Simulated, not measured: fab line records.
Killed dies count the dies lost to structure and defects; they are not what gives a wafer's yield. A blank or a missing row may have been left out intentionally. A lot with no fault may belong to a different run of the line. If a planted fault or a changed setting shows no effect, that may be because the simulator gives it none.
Split-lot trial	flow n5 finfet	21 wafers read from 7 lots, route of 1938 steps

ON THE SPLIT
At N5_PASSIVATION_AL_DEP_21 (deposits Al, target thk 2800 nm, time 170 s), the setting time s was moved away from the recipe's 170 s on 9 of the 21 wafers read, by -12.6% to -3.8%. This setting was run at the recipe's value on the other wafers.

Reading taken at the split's own step.

THE READING
Al_of_PASSIVATION_AL_DEP_21.thk nm (the simulator's own value, which no gauge read), in nm, at N5_PASSIVATION_AL_DEP_21 (deposits Al, target thk 2800 nm, time 170 s). No usual value for it is given in the file. Here, 12 wafers ran the recipe; their average is 2793 nm with a standard deviation of 21 nm.

wafer	tool, chamber at the split	time s as run, s	against the recipe	Al_of_PASSIVATION_AL_DEP_21.thk nm, nm	against lot-mates on the recipe
L074.2	pvd sputter-01, -	170	recipe	2772	-
L074.4	pvd sputter-01, -	148.5	-12.6%	2429	-343
L074.6	pvd sputter-01, -	148.5	-12.6%	2446	-326
L077.1	pvd sputter-01, -	170	recipe	2761	-
L077.4	pvd sputter-01, -	170	recipe	2765	-
L077.6	pvd sputter-01, -	170	recipe	2789	-
L078.1	pvd sputter-01, -	163.5	-3.8%	2657	no lot-mate on the recipe
L078.4	pvd sputter-01, -	163.5	-3.8%	2657	no lot-mate on the recipe
L078.2	pvd sputter-01, -	163.5	-3.8%	2668	no lot-mate on the recipe
L083.2	pvd sputter-01, -	170	recipe	2805	-
L083.5	pvd sputter-01, -	152.8	-10.1%	2536	-269
L083.6	pvd sputter-01, -	152.8	-10.1%	2541	-264
L082.1	pvd sputter-02, -	155.7	-8.4%	2564	-253
L082.2	pvd sputter-02, -	170	recipe	2821	-
L082.3	pvd sputter-02, -	170	recipe	2813	-
L087.1	pvd sputter-01, -	162.9	-4.2%	2673	-116
L087.2	pvd sputter-01, -	170	recipe	2794	-
L087.4	pvd sputter-01, -	170	recipe	2783	-
L093.1	pvd sputter-02, -	170	recipe	2779	-
L093.3	pvd sputter-02, -	170	recipe	2826	-
L093.5	pvd sputter-02, -	170	recipe	2811	-

FIT RESULTS
A straight line over all 21 wafers: Al_of_PASSIVATION_AL_DEP_21.thk nm changes by +27.2 nm for each +1% of time s; r = +0.99; the points scatter about the line by 22 nm.
The same after taking each lot's own level away (the mean of its wafers on the recipe; 18 wafers): +26.8 nm for each +1%; r = +1.00; scatter 13 nm.
That fit puts the effect of the largest move of time s on the reading at 3.4e+02 nm.
From 2771.7 to 2817.0 nm: that is the span of the lots' own levels, equal to 2.2 times the standard deviation above.
So the lot-to-lot level changes the slope little: the two slopes agree.
Check: -338 nm against its lot-mates is what the line predicts for one of the wafers moved furthest among these (-12.6%) when that wafer is left out of the fit. Against them it came out at -343 nm.

THE OTHER SPLITS THESE WAFERS WENT THROUGH
Other splits were also applied to these wafers ahead of the reading. Each is held against what the fit with the lots' levels taken away leaves over:
other split on the same wafers	wafers away from the commonest value	r with Al_of_PASSIVATION_AL_DEP_21.thk nm (lot level and that fit taken away)
N5_BEOL_M14_ETCH_68 time s	8	+0.29
N5_BEOL_M14_TRENCH_ETCH_34 bias w	4	-0.18
N5_BEOL_M15_PEB_26 peb temp c	2	+0.15
N5_BEOL_M15_TRENCH_ETCH_34 time s	7	+0.01
N5_BEOL_M15_CMP_49 platen rpm	5	+0.21
N5_BEOL_M15_DEP_53 time s	9	+0.09
N5_PASSIVATION_SPUTTER_20 target thk a	11	+0.03

THE FILE'S OWN FIT
Al_of_PASSIVATION_AL_DEP_21.thk nm changes by +27.2 nm for each +1% of time s, r = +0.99.
